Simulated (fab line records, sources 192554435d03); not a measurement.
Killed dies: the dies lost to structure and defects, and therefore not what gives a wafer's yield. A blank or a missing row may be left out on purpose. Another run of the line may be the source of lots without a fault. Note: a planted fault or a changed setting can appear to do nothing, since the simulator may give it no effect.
Which tool did it? | flow n5 finfet | 72 wafers from 24 lots sampled at 4 of the route's 1938 steps

WHAT THE GAUGES READ, wafer by wafer
N5_BEOL_M8_OCD_MEAS_38. Usual: trench depth nm reads 94.1 nm (standard deviation 1.8).
lot  | measured     | on     | trench depth nm (nm) | flag
L074 | day 10 01:08 | ocd-01 | 97.3 91.9 96.3       |
L075 | day 10 11:58 | ocd-02 | 91.2 95.3 92.8       |
L076 | day 10 16:34 | ocd-02 | 91.7 94.4 96.4       |
L079 | day 10 20:42 | ocd-02 | 93.6 97.1 95.3       |
L077 | day 10 21:19 | ocd-01 | 93.7 94.4 93.4       |
L078 | day 11 01:00 | ocd-01 | 95.5 96.1 95.2       |
L080 | day 11 12:42 | ocd-01 | 95.0 92.5 93.9       |
L081 | day 11 15:11 | ocd-02 | 94.3 96.9 91.1       |
L083 | day 11 15:26 | ocd-02 | 92.6 95.1 95.1       |
L082 | day 11 17:55 | ocd-01 | 95.2 93.9 95.4       |
L084 | day 12 03:02 | ocd-01 | 93.5 92.3 93.2       |
L085 | day 12 08:13 | ocd-01 | 93.5 94.2 92.9       |
L087 | day 13 04:49 | ocd-01 | 94.9 95.5 91.2       |
L086 | day 13 05:22 | ocd-01 | 93.4 95.9 92.8       |
L089 | day 13 14:16 | ocd-02 | 92.3 95.4 91.0       |
L088 | day 13 16:36 | ocd-01 | 93.2 93.2 92.7       |
L091 | day 13 22:56 | ocd-01 | 93.6 93.6 91.8       |
L090 | day 14 02:15 | ocd-02 | 93.2 96.6 91.2       |
L093 | day 14 11:35 | ocd-02 | 92.4 92.1 91.5       |
L092 | day 14 20:58 | ocd-02 | 95.4 91.6 96.0       |
L094 | day 15 08:23 | ocd-02 | 93.0 95.2 91.1       |
L096 | day 15 17:37 | ocd-01 | 94.3 95.9 95.6       |
L095 | day 15 17:39 | ocd-01 | 92.6 93.4 95.4       |
L097 | day 15 21:28 | ocd-01 | 96.6 97.2 92.6       |

N5_BEOL_M9_CD_MEAS_11: target cd 64.1 nm. Usual: cd nm reads 64.1 nm (standard deviation 0.55).
lot  | measured     | on        | cd nm (nm)     | flag
L074 | day 10 05:54 | cd sem-01 | 63.1 63.2 63.7 |
L075 | day 10 17:14 | cd sem-03 | 64.7 64.4 65.1 |
L076 | day 10 22:31 | cd sem-03 | 63.7 64.4 64.1 |
L079 | day 11 04:58 | cd sem-03 | 63.9 65.0 64.8 |
L077 | day 11 05:31 | cd sem-01 | 63.4 63.0 63.5 |
L078 | day 11 07:05 | cd sem-02 | 64.3 63.7 64.3 |
L080 | day 11 18:50 | cd sem-03 | 63.9 63.6 64.1 |
L081 | day 11 22:08 | cd sem-02 | 63.8 63.1 63.9 |
L083 | day 11 22:19 | cd sem-02 | 63.5 63.6 63.8 |
L082 | day 12 00:16 | cd sem-02 | 64.1 64.5 64.2 |
L084 | day 12 08:29 | cd sem-02 | 63.2 63.2 63.5 |
L085 | day 12 14:17 | cd sem-02 | 64.5 64.1 64.6 |
L087 | day 13 09:43 | cd sem-03 | 64.0 64.1 64.0 |
L086 | day 13 10:20 | cd sem-01 | 64.6 64.7 64.4 |
L089 | day 13 19:54 | cd sem-02 | 63.7 63.9 64.3 |
L088 | day 13 23:33 | cd sem-01 | 63.7 64.1 63.8 |
L091 | day 14 03:24 | cd sem-01 | 64.4 65.0 64.8 |
L090 | day 14 07:11 | cd sem-01 | 64.1 64.0 63.6 |
L093 | day 14 16:19 | cd sem-01 | 64.2 64.9 65.2 |
L092 | day 15 03:01 | cd sem-03 | 64.5 63.7 65.0 |
L094 | day 15 13:59 | cd sem-03 | 63.8 64.0 63.8 |
L096 | day 15 22:19 | cd sem-03 | 64.7 64.2 64.6 |
L095 | day 15 22:31 | cd sem-01 | 63.7 64.0 63.9 |
L097 | day 16 02:40 | cd sem-02 | 63.9 64.1 64.4 |

N5_BEOL_M9_CD_MEAS_18: pitch 140 nm, target cd 70 nm. Usual: cd nm reads 70.0 nm (standard deviation 0.61).
lot  | measured     | on        | cd nm (nm)     | flag
L074 | day 10 06:27 | cd sem-01 | 68.4 69.3 69.2 |
L075 | day 10 17:47 | cd sem-01 | 70.3 69.9 70.0 |
L076 | day 10 23:04 | cd sem-01 | 69.4 70.0 69.6 |
L079 | day 11 06:04 | cd sem-03 | 70.5 70.5 70.3 |
L077 | day 11 06:34 | cd sem-01 | 69.0 69.1 69.5 |
L078 | day 11 07:38 | cd sem-03 | 70.3 70.3 71.0 |
L080 | day 11 19:35 | cd sem-01 | 70.4 69.9 70.1 |
L081 | day 11 22:50 | cd sem-03 | 69.3 69.5 69.9 |
L083 | day 11 23:03 | cd sem-03 | 69.6 70.1 69.6 |
L082 | day 12 00:48 | cd sem-02 | 70.3 70.3 70.9 |
L084 | day 12 09:08 | cd sem-03 | 68.5 69.7 69.5 |
L085 | day 12 15:31 | cd sem-03 | 70.2 70.3 70.5 |
L087 | day 13 10:16 | cd sem-02 | 70.5 70.0 70.1 |
L086 | day 13 11:19 | cd sem-02 | 69.9 70.4 71.1 |
L089 | day 13 20:26 | cd sem-02 | 70.6 70.3 70.2 |
L088 | day 14 00:25 | cd sem-02 | 70.7 70.1 70.1 |
L091 | day 14 04:07 | cd sem-01 | 69.3 70.9 70.2 |
L090 | day 14 07:44 | cd sem-03 | 69.8 70.4 69.1 |
L093 | day 14 16:51 | cd sem-01 | 70.1 70.4 71.2 |
L092 | day 15 03:34 | cd sem-02 | 70.8 69.9 71.0 |
L094 | day 15 14:35 | cd sem-01 | 69.1 69.8 69.9 |
L096 | day 15 23:31 | cd sem-03 | 70.2 69.5 69.5 |
L095 | day 15 23:37 | cd sem-01 | 69.2 69.3 69.7 |
L097 | day 16 03:49 | cd sem-02 | 70.1 70.0 70.5 |

TOOL THAT RAN EACH LOT (tool first, then ch and the chambers of the sampled wafers, then the start)
lot  | N5_BEOL_M9_ILD_DEP_00
L074 | pecvd-02 ch 0,1, day 10 03:36
L075 | pecvd-01 ch 0,1, day 10 14:51
L076 | pecvd-04 ch 1,2, day 10 20:44
L079 | pecvd-01 ch 1,2, day 11 00:55
L077 | pecvd-01 ch 0,1, day 11 02:01
L078 | pecvd-02 ch 1,2, day 11 05:23
L080 | pecvd-02 ch 1,2, day 11 16:16
L081 | pecvd-01 ch 0,2, day 11 18:09
L083 | pecvd-01 ch 0,1,2, day 11 18:32
L082 | pecvd-02 ch 0,2, day 11 22:45
L084 | pecvd-02 ch 0,1,2, day 12 06:23
L085 | pecvd-01 ch 0,1,2, day 12 11:12
L087 | pecvd-01 ch 1,2, day 13 08:07
L086 | pecvd-01 ch 0,1,2, day 13 08:41
L089 | pecvd-01 ch 0,1, day 13 16:30
L088 | pecvd-01 ch 0,2, day 13 21:01
L091 | pecvd-04 ch 0,1, day 14 01:21
L090 | pecvd-04 ch 0,1,2, day 14 05:43
L093 | pecvd-02 ch 0,1,2, day 14 14:37
L092 | pecvd-01 ch 0,1, day 15 01:03
L094 | pecvd-02 ch 1,2, day 15 12:22
L096 | pecvd-04 ch 0,2, day 15 20:13
L095 | pecvd-02 ch 0,1,2, day 15 20:51
L097 | pecvd-01 ch 0,1,2, day 16 00:00
- N5_BEOL_M9_ILD_DEP_00: deposits SiCOH lowk from DEMS/porogen, target thk 308.51 nm, time 58 s.

AS READ BY THE TOOLS THEMSELVES (means over the sampled wafers that have a number; for cases with no such wafer, the mark the record gives instead)
N5_BEOL_M9_ILD_DEP_00. Usual: heater power outer w 140 W, standard deviation 23; heater power w 304 W, standard deviation 29; showerhead plenum p Torr 5.736 Torr, standard deviation 0.017; throttle valve pct 14.1 %, standard deviation 1.1.
lot  | tool     | heater power outer w (W) | heater power w (W) | showerhead plenum p Torr (Torr) | throttle valve pct (%) | flag
L074 | pecvd-02 | 133                      | 298                | 5.740                           | 13.8                   |
L075 | pecvd-01 | 139                      | 293                | 5.728                           | 15.4                   |
L076 | pecvd-04 | 133                      | 299                | 5.728                           | 13.5                   |
L079 | pecvd-01 | 163                      | 322                | 5.750                           | 14.8                   |
L077 | pecvd-01 | 135                      | 304                | 5.716                           | 14.3                   |
L078 | pecvd-02 | 126                      | 285                | 5.740                           | 13.2                   |
L080 | pecvd-02 | 106                      | 254                | 5.735                           | 13.3                   |
L081 | pecvd-01 | 131                      | 286                | 5.745                           | 13.8                   |
L083 | pecvd-01 | 160                      | 326                | 5.733                           | 14.6                   |
L082 | pecvd-02 | 123                      | 282                | 5.754                           | 13.6                   |
L084 | pecvd-02 | 141                      | 307                | 5.739                           | 13.6                   |
L085 | pecvd-01 | 141                      | 299                | 5.727                           | 14.7                   |
L087 | pecvd-01 | 168                      | 330                | 5.746                           | 14.9                   |
L086 | pecvd-01 | 145                      | 305                | 5.736                           | 14.6                   |
L089 | pecvd-01 | 133                      | 294                | 5.718                           | 14.6                   |
L088 | pecvd-01 | 156                      | 314                | 5.740                           | 13.9                   |
L091 | pecvd-04 | 138                      | 337                | 5.734                           | 13.9                   |
L090 | pecvd-04 | 135                      | 313                | 5.742                           | 13.6                   |
L093 | pecvd-02 | 110                      | 268                | 5.739                           | 13.7                   |
L092 | pecvd-01 | 130                      | 291                | 5.716                           | 15.3                   |
L094 | pecvd-02 | 129                      | 293                | 5.749                           | 13.4                   |
L096 | pecvd-04 | 153                      | 320                | 5.732                           | 13.6                   |
L095 | pecvd-02 | 131                      | 294                | 5.736                           | 13.7                   |
L097 | pecvd-01 | 144                      | 301                | 5.733                           | 14.6                   |

THE ANSWER, worked out from the rows above alone
Rule: a lot is off if the mean of its wafers that have a number lies more than 3 standard deviations from the usual mean. A lot without any number at a reading at which 4 lots or more have one is off too. Any other lot the step has rows for is counted as sound. First the gauges in route order, then the tools' own readings, where a lot's mean is used as printed above. At the first step where some lot is off, the reading lying furthest off is the one used; lots without a number count as furthest.
No lot is off at any reading shown: from this, nothing can be told.

WHAT HAD BEEN PUT IN BY THE SIMULATOR
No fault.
